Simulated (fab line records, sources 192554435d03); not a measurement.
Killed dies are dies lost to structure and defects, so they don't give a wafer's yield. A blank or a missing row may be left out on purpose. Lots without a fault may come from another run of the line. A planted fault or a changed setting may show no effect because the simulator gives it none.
fab line records | flow n5_finfet
record lots=6 wafers=18 last_day=18
route steps=1938 shown MIM_TOP_LITHO@1840 MIM_TOP_ETCH@1851
lots that met no fault: from a run of the same line without faults
start_h: hours from the record's first day to the start of the lot's first wafer shown | wait_h: hours since the lot's step before | " the same as in the row above | L1.1+2: a row that stands for several wafers | - no value, or no start given | * or withheld: withheld | < > ~ a bound
route shown NAME@n: a module of which the file shows steps, and the number in the route of the first | usual: mean/standard deviation of fault-free wafers | same: alike in all rows | chamber/n: place in a boat | sites: the reading at each site | _std_site: their standard deviation | _edge_site: outer sites' mean less inner sites' | radius_mm: how far each site lies from the wafer's centre | mask NAME#n: copy n | behind: the tool/chamber that last shaped the wafer | hold: why the lot was held/for how many hours/how that ended | device: the transistor (n, p or np) that didn't switch | end of line: the same wafers' tests at the end of the route | a step without rows: its recipe alone | killed: dies lost to structure and defects at the first sort, not the wafer's yield | map: a wafer's dies, x killed, . not, _ none there
set.NAME: the setting as run; set.NAME@STEP: as run at that earlier step | model.NAME: the simulator's own value behind a step, which no gauge read
lots at some steps of the route; a table a step, a row a wafer
services: from which hour (start_h, from the record's first day; less than 0 if before it) a tool's chamber was out of use, for how many hours, and why
## steps
# step N5_MIM_TOP_LITHO_COAT_02
# recipe spin_rpm=* resist_thk_nm=*
# step N5_MIM_TOP_LITHO_EBR_04
# recipe solvent=PGMEA ebr_width_mm=1.5
# step N5_MIM_TOP_LITHO_SOFTBAKE_03
# recipe temp_c=100 time_s=90
# step N5_MIM_TOP_LITHO_EXPOSE_05
# recipe mask_id=MIM_TOP na=0.55 source_shape=conventional sigma_outer=0.8 polarization=unpolarized target_cd_nm=2000 dose_mj=20.5
# step N5_MIM_TOP_LITHO_PEB_06
# recipe peb_temp_c=withheld peb_time_s=*
# step N5_MIM_TOP_LITHO_DEVELOP_07
# recipe develop_time_s=60 rinse_liquid=diw dry=air_spin dev_temp_c=21
# step N5_MIM_TOP_LITHO_HARDBAKE_09
# recipe temp_c=130 time_s=120
# step N5_MIM_TOP_LITHO_CD_MEAS_08
# recipe target_cd_nm=2000 landing_energy_ev=500 detector=se_inlens
# usual cd_nm=2000.7/2
# columns lot.wafer tool chamber start_h wait_h cd_nm
L100.3 cd_sem-01 0 290.75 - 2000.8
L100.4 " 0 " " 2003.6
L100.5 " 0 " " 1999.5
L104.2 cd_sem-01 0 321.35 - 2000.5
L104.4 " 0 " " 2002.8
L104.5 " 0 " " 2002.3
L105.1 cd_sem-01 0 332.40 - 1999.2
L105.2 " 0 " " 2000.6
L105.3 " 0 " " 2001.2
L106.1 cd_sem-02 0 344.19 - 2005.5
L106.2 " 0 " " 2006.4
L106.5 " 0 " " 2004.6
L119.1 cd_sem-02 0 414.82 - 1997.8
L119.3 " 0 " " 2001.0
L119.5 " 0 " " 2001.3
L120.1 cd_sem-03 0 424.72 - 2002.0
L120.4 " 0 " " 2002.3
L120.6 " 0 " " 2000.8
# step N5_MIM_TOP_LITHO_OVL_MEAS_11
# recipe points_per_wafer=44
# usual MIM_TOP_OVL=-3/5.7
# columns lot.wafer tool chamber start_h wait_h MIM_TOP_OVL[nm]
L100.3 overlay-01 0 290.78 0.0 -3
L100.4 " 0 " " -2
L100.5 " 0 " " -11
L104.2 overlay-01 0 321.38 0.0 -4
L104.4 " 0 " " -11
L104.5 " 0 " " -3
L105.1 overlay-02 0 332.43 0.0 -16
L105.2 " 0 " " -10
L105.3 " 0 " " -1
L106.1 overlay-02 0 344.22 0.0 4
L106.2 " 0 " " -6
L106.5 " 0 " " -2
L119.1 overlay-02 0 414.85 0.0 3
L119.3 " 0 " " -2
L119.5 " 0 " " 1
L120.1 overlay-02 0 424.75 0.0 -4
L120.4 " 0 " " -11
L120.6 " 0 " " -10
# step N5_MIM_TOP_LITHO_INSPECT_12
# recipe mode=adi inspect_instrument=macro
# usual raw_defect_count=2.0/1.4
# columns lot.wafer tool chamber start_h wait_h raw_defect_count
L100.3 defect_inspect-02 - 290.81 0.0 2
L100.4 " - " " 3
L100.5 " - " " 0
L104.2 defect_inspect-02 - 321.41 0.0 6
L104.4 " - " " 3
L104.5 " - " " 1
L105.1 defect_inspect-01 - 332.46 0.0 1
L105.2 " - " " 3
L105.3 " - " " 1
L106.1 defect_inspect-02 - 344.24 0.0 3
L106.2 " - " " 2
L106.5 " - " " 1
L119.1 defect_inspect-02 - 414.88 0.0 1
L119.3 " - " " 3
L119.5 " - " " 1
L120.1 defect_inspect-01 - 424.78 0.0 1
L120.4 " - " " 6
L120.6 " - " " 0
# step N5_MIM_TOP_LITHO_DESCUM_10
# recipe chemistry=O2 time_s=7.9 source_power_w=50 bias_power_w=20 pressure_mtorr=20 rf_frequency_hz=2.712e+07 temp_c=40 o2_flow_sccm=225
# usual drypump_motor_current_A=5.7/0.46 oes_product_au=0.76/0.058 rf_vpp_V=242.7/1.3 showerhead_plenum_p_Torr=2.06/0.083 throttle_valve_pct=20.43/0.12
# columns lot.wafer tool chamber start_h wait_h drypump_motor_current_A oes_product_au rf_hours_counter_h rf_vpp_V showerhead_plenum_p_Torr throttle_valve_pct
L100.3 rie_diel-04 3 290.84 0.0 5.5 0.81 84 243.8 2.12 20.44
L100.4 " 0 " " 6.1 0.82 - 242.4 2.01 20.26
L100.5 " 2 " " 4.7 0.84 - 242.3 2.11 20.19
L104.2 rie_diel-01 0 321.44 0.0 6.2 0.78 117 241.8 2.01 20.41
L104.4 " 1 " " 5.0 0.84 49 245.0 2.24 20.51
L104.5 " 1 " " 5.0 0.85 - 243.6 2.24 20.52
L105.1 rie_diel-01 3 332.49 0.0 6.1 0.74 165 242.9 2.01 20.48
L105.2 " 0 " " 6.2 0.77 120 242.5 2.01 20.44
L105.3 " 2 " " 5.6 0.74 173 243.6 2.09 20.51
L106.1 rie_diel-02 0 344.30 0.1 5.2 0.66 247 241.9 2.05 20.46
L106.2 " 3 " " 5.9 0.71 189 244.9 2.17 20.21
L106.5 " 3 " " 5.9 0.72 - 244.4 2.17 20.23
L119.1 rie_diel-04 0 414.91 0.0 6.1 0.78 120 241.4 2.00 20.33
L119.3 " 2 " " 4.7 0.79 123 243.4 2.10 20.26
L119.5 " 1 " " 5.3 0.71 - 241.8 1.98 20.59
L120.1 rie_diel-01 0 425.10 0.3 6.2 0.75 153 241.4 2.00 20.48
L120.4 " 1 " " 5.0 0.80 85 244.2 2.22 20.59
L120.6 " 0 " " 6.2 0.75 - 242.2 2.00 20.49
# step N5_MIM_TOP_ETCH_ETCH_00
# recipe chemistry=Cl2/BCl3 target=TiN target_depth_a=385 ion_energy_ev=150 pressure_mtorr=10 icp_w=1000 bias_w=126 Cl2_flow_sccm=53.25 bcl3_flow_sccm=21.75 Ar_flow_sccm=25
# usual drypump_motor_current_A=5.8/0.35 oes_product_au=0.82/0.059 throttle_valve_pct=22.69/0.13
# columns lot.wafer tool chamber start_h wait_h drypump_motor_current_A oes_product_au rf_hours_counter_h throttle_valve_pct
L100.3 rie_metal-01 1 290.96 0.1 5.7 0.75 - 22.82
L100.4 " 0 " " 6.3 0.74 - 22.55
L100.5 " 1 " " 5.8 0.75 - 22.81
L104.2 rie_metal-03 1 321.53 0.1 5.4 0.78 35 22.63
L104.4 " 1 " " 5.4 0.78 - 22.64
L104.5 " 0 " " 5.5 0.87 - 22.83
L105.1 rie_metal-01 1 332.58 0.1 5.7 0.75 52 22.83
L105.2 " 0 " " 6.3 0.73 63 22.54
L105.3 " 1 " " 5.7 0.75 - 22.85
L106.1 rie_metal-02 0 344.39 0.1 6.2 0.86 12 22.56
L106.2 " 1 " " 5.9 0.93 6 22.72
L106.5 " 1 " " 5.9 0.92 - 22.73
L119.1 rie_metal-02 0 415.00 0.1 6.2 0.85 18 22.54
L119.3 " 1 " " 5.8 0.89 - 22.75
L119.5 " 1 " " 5.9 0.89 - 22.74
L120.1 rie_metal-02 1 425.19 0.1 5.9 0.88 13 22.74
L120.4 " 1 " " 5.9 0.88 - 22.74
L120.6 " 1 " " 5.9 0.88 - 22.73
# step N5_MIM_TOP_ETCH_STRIP_01
# recipe chemistry=O2 power_w=600 temp_c=60 pressure_mtorr=30 rf_frequency_hz=6e+07 bias_power_w=0 overash_fraction=0.5 o2_flow_sccm=225
# usual drypump_motor_current_A=5.78/0.28 oes_product_au=0.77/0.071 rf_vpp_V=3.5/1.5 showerhead_plenum_p_Torr=2.12/0.071 temp_c=59.99/0.12 throttle_valve_pct=16.64/0.24
# columns lot.wafer tool chamber start_h wait_h drypump_motor_current_A oes_product_au rf_hours_counter_h rf_vpp_V showerhead_plenum_p_Torr temp_c throttle_valve_pct
L100.3 rie_diel-03 1 291.09 0.1 6.34 0.71 200 3.9 2.18 59.94 16.53
L100.4 " 0 " " 5.61 0.86 77 1.0 2.14 60.15 16.62
L100.5 " 1 " " 6.33 0.72 - 2.7 2.18 60.06 16.51
L104.2 rie_diel-03 1 321.67 0.1 6.32 0.70 209 4.2 2.17 64.43 16.53
L104.4 " 0 " " 5.61 0.86 86 3.2 2.14 64.45 16.64
L104.5 " 0 " " 5.60 0.84 - 3.7 2.14 64.37 16.64
L105.1 rie_diel-03 3 332.82 0.2 5.43 0.76 167 4.3 2.01 64.49 16.85
L105.2 " 1 " " 6.34 0.68 212 4.2 2.17 64.20 16.54
L105.3 " 0 " " 5.62 0.84 90 7.1 2.14 64.38 16.61
L106.1 rie_diel-05 3 344.53 0.1 5.62 0.82 68 2.3 2.11 59.93 16.60
L106.2 " 0 " " 5.62 0.88 50 5.9 2.12 59.90 16.22
L106.5 " 0 " " 5.64 0.87 - 2.1 2.12 59.91 16.17
L119.1 rie_diel-06 3 415.17 0.1 5.82 0.77 119 4.0 2.01 59.94 16.34
L119.3 " 2 " " 5.85 0.70 226 5.3 2.08 60.12 16.96
L119.5 " 2 " " 5.82 0.71 - 3.0 2.08 60.13 16.98
L120.1 rie_diel-05 3 425.43 0.2 5.65 0.78 91 3.5 2.10 60.28 16.66
L120.4 " 1 " " 5.92 0.90 26 5.9 2.16 59.81 16.67
L120.6 " 3 " " 5.61 0.80 - 3.6 2.10 60.02 16.59
# step N5_MIM_TOP_ETCH_PECVD_03
# recipe material=SiNx target_thk_a=200 temp_c=400 precursor=SiH4/NH3/N2 pressure_torr=1.5 rf_w=300 time_s=17.6
# usual chamber_pressure_Torr=1.500/0.0034 heater_power_w=755/78 showerhead_plenum_p_Torr=5.15/0.088 throttle_valve_pct=38.7/1.5
# columns lot.wafer tool chamber start_h wait_h chamber_pressure_Torr heater_power_w showerhead_plenum_p_Torr throttle_valve_pct
L100.3 pecvd-04 1 291.15 - 1.499 935 5.19 40.9
L100.4 " 1 " " 1.503 930 5.19 41.0
L100.5 " 0 " " 1.503 764 5.26 37.7
L104.2 pecvd-02 2 321.73 - 1.497 736 5.22 36.0
L104.4 " 2 " " 1.499 737 5.23 36.0
L104.5 " 1 " " 1.502 622 5.04 39.6
L105.1 pecvd-03 0 332.89 - 1.496 864 5.23 38.6
L105.2 " 2 " " 1.497 768 5.15 37.5
L105.3 " 1 " " 1.499 736 4.99 38.8
L106.1 pecvd-04 1 344.59 - 1.499 898 5.19 41.2
L106.2 " 2 " " 1.500 740 5.19 37.6
L106.5 " 1 " " 1.499 890 5.19 41.1
L119.1 pecvd-02 1 415.23 - 1.496 568 5.02 38.5
L119.3 " 0 " " 1.501 719 5.12 41.9
L119.5 " 1 " " 1.500 585 5.02 38.8
L120.1 pecvd-04 1 425.49 - 1.499 827 5.19 41.2
L120.4 " 1 " " 1.496 846 5.19 40.9
L120.6 " 0 " " 1.499 727 5.26 37.7
## services
# columns tool chamber start_h hours kind
pecvd-02 2 268.35 5.5 scheduled_down
rie_diel-04 1 279.28 15.5 repair
pecvd-03 0 286.79 6.2 repair
pecvd-03 1 289.53 4.4 repair
rie_diel-06 3 291.33 1.9 repair
rie_diel-01 3 303.58 4.3 repair
rie_diel-05 1 312.03 4.2 repair
rie_diel-04 1 320.36 8.2 repair
rie_diel-05 1 326.87 - clean
rie_diel-05 1 326.87 - consumable_replace:focus_ring
rie_diel-05 1 326.87 16.5 scheduled_down
rie_diel-05 1 326.87 16.5 vent_cycle
rie_diel-05 - 329.63 7.5 repair
rie_diel-05 2 353.78 - clean
rie_diel-05 2 353.78 - consumable_replace:focus_ring
rie_diel-04 - 354.93 2.8 pm
rie_metal-02 - 357.09 2.8 pm
rie_diel-05 3 365.69 3.9 repair
rie_diel-06 0 369.06 18.3 repair
rie_metal-01 - 370.90 5.9 repair
rie_diel-02 2 384.68 51.3 repair
pecvd-02 - 385.94 0.4 repair
rie_diel-06 0 414.97 6.0 repair
rie_diel-01 3 425.38 4.0 repair
## key
first_sign step=N5_MIM_TOP_ETCH_STRIP_01 reading=temp_c direction=up sigmas=38 usual=* struck=*
effect none on later readings
met_at N5_MIM_TOP_ETCH_STRIP_01
struck_wafers L104.2,L104.4,L104.5,L105.1,L105.2,L105.3
onset_between 291.09 321.67
fault kind=process_parameter_drift tool=rie_diel-03 chamber=- onset_h=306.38 steps=N5_MIM_TOP_ETCH_STRIP_01 channel=temp_c offset=* shape=step end_h=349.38 acts_in=* stated=*
